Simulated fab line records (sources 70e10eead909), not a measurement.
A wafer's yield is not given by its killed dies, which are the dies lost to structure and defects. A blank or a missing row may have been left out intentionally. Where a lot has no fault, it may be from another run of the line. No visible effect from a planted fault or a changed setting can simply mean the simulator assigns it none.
Comparing a struck lot with a sound one | flow nand-harc | 20 out of 1302 route steps
Sound: these wafers, L204.1, L204.2, L204.3. The struck wafers were L213.1, L213.3, L213.6. The cause comes at the end.
Per side, at each step with rows, come the tool, then ch with its chambers, and then its first start. Under that, the readings that differ: sound wafers | struck wafers | difference of the means | sigmas: that difference in standard deviations of wafers without a fault.
alike: readings whose means differ by less than 2 such deviations, and words and numbers that are the same on both sides. not compared: withheld readings, readings that some wafer has no value for, bounds like >300 that may hide the same value, and numbers for which the record gives no deviation and whose values overlap.
Wherever a step has rows on one side only, a row that says differs or no value, or a row with sigmas, the two part there. Non-overlapping numbers with no deviation appear without sigmas and do not part them. A reading that every wafer of one side lacks parts them only if that side has two wafers or more.

NHARC_A_BLC_CMP_25: polishes, t overpolish 30 s, target thk 150 nm.
  sound on cmp-04 ch 0,2,3, day 25 21:38; struck on cmp-01 ch 0,1,2, day 29 22:16
  alike: motor-current-A, overpolish-run-s, time-to-endpoint-s
then, 1 step without rows for these wafers: NHARC_A_BLC_SRD_27.
NHARC_A_BLC_INSPECT_28:
  sound on defect-inspect-01 at day 25 22:02; struck on defect-inspect-01 at day 29 22:36
  alike: raw-defect-count
then, 8 steps without rows for these wafers: NHARC_A_M0_DEP_00 (deposits SiOC, target thk 150 nm); NHARC_A_M0_DEHYDRATE_01 (time 120 s); NHARC_A_M0_HMDS_02 (time 30 s); NHARC_A_M0_COAT_33 (time 65 s); NHARC_A_M0_COAT_03 (resist thk 90 nm); NHARC_A_M0_SOFTBAKE_04 (time 55 s); NHARC_A_M0_EBR_05; NHARC_A_M0_EXPOSE_06 (exposes mask A M0, target cd 80 nm).
NHARC_A_M0_PEB_07: peb time 65 s.
  sound on litho-track-06 ch 0, day 25 22:52; struck on litho-track-04 ch 0, day 29 23:26
  reading                  | sound               | struck               | difference | sigmas
  heater-power-total-W (W) | 156.3 157.2 157.1   | 168.8 167.7 168.1    | +11.3      | +26
  plate-temp-C (C)         | 99.92 100.04 100.00 | 105.50 105.40 105.57 | +5.50      | +42
  alike: chill-plate-temp-C
then, 1 step without rows for these wafers: NHARC_A_M0_DEVELOP_08 (develop time 35 s).
NHARC_A_M0_CD_MEAS_09: target cd 80 nm.
  sound on cd-sem-02 ch 0, day 25 22:56; struck on cd-sem-02 ch 0, day 29 23:31
  reading    | sound          | struck         | difference | sigmas
  cd-nm (nm) | 80.6 80.7 78.9 | 97.2 99.6 98.5 | +18.4      | +22
NHARC_A_M0_OVL_MEAS_10: pitch 160 nm.
  sound on overlay-01 at day 25 23:02; struck on overlay-02 at day 29 23:36
  reading           | sound       | struck         | difference | sigmas
  overlay-y-nm (nm) | 0.9 0.8 0.8 | -1.5 -1.2 -1.6 | -2.3       | -2
  alike: overlay-x-nm
NHARC_A_M0_INSPECT_11:
  sound on defect-inspect-01 at day 25 23:04; struck on defect-inspect-01 at day 29 23:38
  reading          | sound    | struck      | difference | sigmas
  raw-defect-count | 37 37 40 | 147 152 160 | +115       | +4
NHARC_A_M0_DESCUM_14: chemistry O2, time 3 s.
  sound on rie-diel-08 ch 0,1,2, day 25 23:08; struck on rie-diel-08 ch 1,2, day 29 23:41
  reading               | sound           | struck            | difference | sigmas
  model.A_M0.cd-nm (nm) | 79.6 80.67 79.3 | 96.76 99.54 98.58 | +18.44     |
  alike: drypump-motor-current-A, o2-flow-sccm, oes-product-au, rf-vpp-V, showerhead-plenum-p-Torr, throttle-valve-pct
  not compared: rf-hours-counter-h
NHARC_A_M0_ETCH_34: etches the open film in N2/H2, target depth 40 nm, overetch 12 nm, time 43.94 s.
  sound on rie-diel-08 ch 0,1,2, day 25 23:14; struck on rie-diel-08 ch 1,2, day 29 23:47
  alike: drypump-motor-current-A, oes-product-au, rf-vpp-V, showerhead-plenum-p-Torr, throttle-valve-pct
  not compared: rf-hours-counter-h
NHARC_A_M0_ETCH_15: etches the open film in C4F8/Ar, target depth 150 nm, overetch 15 nm, time 82.5 s.
  sound: rie-diel-08 ch 0,1,2; struck: rie-diel-08 ch 1,2,3
  reading               | sound             | struck            | difference | sigmas
  model.A_M0.cd-nm (nm) | 79.75 80.54 79.89 | 96.98 100.1 98.86 | +18.59     |
  alike: oes-product-au, rf-vpp-V
  not compared: rf-hours-counter-h
NHARC_A_M0_CD_MEAS_16:
  sound on cd-sem-03 at day 25 23:28; struck on cd-sem-03 at day 29 23:59
  reading    | sound          | struck         | difference | sigmas
  cd-nm (nm) | 79.7 80.3 79.8 | 96.8 99.9 98.6 | +18.5      | +17

== WHERE THEY PART ==
At NHARC_A_M0_PEB_07 first; at NHARC_A_M0_CD_MEAS_16 last (within this record only).

WHY: the cause the simulator had injected
Process parameters drifting: litho-track-04 at NHARC_A_M0_PEB_07, beginning at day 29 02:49. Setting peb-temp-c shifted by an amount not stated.
